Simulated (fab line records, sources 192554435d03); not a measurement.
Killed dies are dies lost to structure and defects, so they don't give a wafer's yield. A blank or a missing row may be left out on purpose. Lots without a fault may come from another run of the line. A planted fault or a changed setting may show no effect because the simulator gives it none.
Split-lot experiment | flow n5_finfet | 7 lots, 21 wafers read, on a route of 1938 steps

THE SPLIT
At N5_SD_EPI_N_EPI_21 (deposits Si:P, time 690 s), the setting time_s was moved away from the recipe's 690 s on 6 of the 21 wafers read, by -15.6% to +11.0%. The other wafers ran this setting at the recipe's value.

FROM THE SPLIT TO THE READING: what the file shows between them, 9 steps
- N5_SD_EPI_N_EPI_MEAS_23
- N5_SD_EPI_P_EXPOSE_06: exposes mask SD P BLK, target cd 240 nm (also split here: dose_mj)
- N5_SD_EPI_P_PEB_07: peb time 60 s
- N5_SD_EPI_P_DEVELOP_08: develop time 30 s
- N5_SD_EPI_P_CD_MEAS_09: target cd 240 nm
- N5_SD_EPI_P_DESCUM_14: chemistry O2, time 7.9 s
- N5_SD_EPI_P_ETCH_36: etches SiARC in CF4, target depth 45.5 nm, time 75.8 s
- N5_SD_EPI_P_ETCH_37: etches SOC in N2/H2, overetch 108 nm, time 486 s
- N5_SD_EPI_P_EPI_21: deposits SiGe:B, time 355 s (also split here: temp_c)

THE READING
Si-P_of_SD_EPI_N_EPI_21.thk_nm (the simulator's own value, which no gauge read), in nm, at N5_SD_EPI_P_HM_STRIP_48 (strips SiNx in H3PO4, material SiNx, target depth 3 nm). The file gives no usual value for it. The 15 wafers here that ran the recipe average 58.1 nm, standard deviation 0.84 nm.

wafer  | tool, chamber at the split | time_s as run, s | against the recipe | Si-P_of_SD_EPI_N_EPI_21.thk_nm, nm | against lot-mates on the recipe
L080.4 | epi_rpcvd-01, 0            | 690              | recipe             | 59                                 | -
L080.5 | epi_rpcvd-01, 0            | 690              | recipe             | 59.6                               | -
L080.6 | epi_rpcvd-01, 0            | 690              | recipe             | 59.2                               | -
L082.1 | epi_rpcvd-03, 0            | 593.6            | -14.0%             | 52.2                               | -5.8
L082.3 | epi_rpcvd-03, 0            | 690              | recipe             | 58                                 | -
L082.4 | epi_rpcvd-03, 0            | 593.6            | -14.0%             | 52.2                               | -5.8
L083.1 | epi_rpcvd-03, 0            | 690              | recipe             | 56.4                               | -
L083.3 | epi_rpcvd-03, 0            | 690              | recipe             | 57.6                               | -
L083.4 | epi_rpcvd-03, 0            | 690              | recipe             | 57.4                               | -
L085.1 | epi_rpcvd-04, 0            | 690              | recipe             | 57.8                               | -
L085.2 | epi_rpcvd-04, 0            | 765.6            | +11.0%             | 62.2                               | +4.4
L085.3 | epi_rpcvd-04, 0            | 765.6            | +11.0%             | 61.8                               | +4.0
L087.3 | epi_rpcvd-04, 0            | 582.2            | -15.6%             | 51.6                               | -5.9
L087.4 | epi_rpcvd-04, 0            | 690              | recipe             | 57.8                               | -
L087.6 | epi_rpcvd-04, 0            | 690              | recipe             | 57.2                               | -
L092.1 | epi_rpcvd-01, 0            | 690              | recipe             | 57.4                               | -
L092.4 | epi_rpcvd-01, 0            | 690              | recipe             | 58.6                               | -
L092.5 | epi_rpcvd-01, 0            | 690              | recipe             | 58.6                               | -
L093.1 | epi_rpcvd-03, 0            | 690              | recipe             | 59                                 | -
L093.4 | epi_rpcvd-03, 0            | 598.4            | -13.3%             | 52.8                               | -5.7
L093.6 | epi_rpcvd-03, 0            | 690              | recipe             | 58                                 | -

THE FIT
A straight line over all 21 wafers: Si-P_of_SD_EPI_N_EPI_21.thk_nm changes by +0.399 nm for each +1% of time_s; r = +0.97; the points scatter about the line by 0.77 nm.
The same after taking each lot's own level away (the mean of its wafers on the recipe; 21 wafers): +0.4 nm for each +1%; r = +0.99; scatter 0.41 nm.
On that fit, the largest move of time_s shifts the reading by 6.3 nm.
The lots' own levels span 57.13 to 59.27 nm, that is 2.5 times the standard deviation above.
So the lot-to-lot level changes the slope little: the two slopes agree.
Check: with one of the wafers moved furthest among these (-15.6%) left out of the fit, the line predicts -6.42 nm for it against its lot-mates. It came out at -5.9 nm against them.

OTHER SPLITS ON THESE WAFERS
These wafers also went through other splits before the reading. Each is held against what the fit with the lots' levels taken away leaves over:
other split on the same wafers | wafers away from the commonest value | r with Si-P_of_SD_EPI_N_EPI_21.thk_nm (lot level and that fit taken away)
N5_DUMMY_GATE_ETCH_37 source_w | 9                                    | -0.02
N5_SD_EPI_P_EXPOSE_06 dose_mj  | 5                                    | +0.14
N5_SD_EPI_P_EPI_21 temp_c      | 10                                   | -0.18

THE WHOLE CHAIN: every reading that the file lists as answering this split, in the file's order
step                    | what it does                                           | reading                                                                         | change (the file's fit)               | r (the file's)
N5_SD_EPI_N_EPI_21      | deposits Si:P, time 690 s                              | Si-P_of_SD_EPI_N_EPI_21.thk_nm (the simulator's own value, which no gauge read) | +0.406 nm for each +1% of the setting | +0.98
N5_SD_EPI_N_EPI_MEAS_23 |                                                        | thk_nm                                                                          | withheld for each +1% of the setting  | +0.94
N5_SD_EPI_P_HM_STRIP_48 | strips SiNx in H3PO4, material SiNx, target depth 3 nm | Si-P_of_SD_EPI_N_EPI_21.thk_nm (the simulator's own value, which no gauge read) | +0.401 nm for each +1% of the setting | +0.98

THE FILE'S OWN FIT
Si-P_of_SD_EPI_N_EPI_21.thk_nm changes by +0.401 nm for each +1% of time_s, r = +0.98.
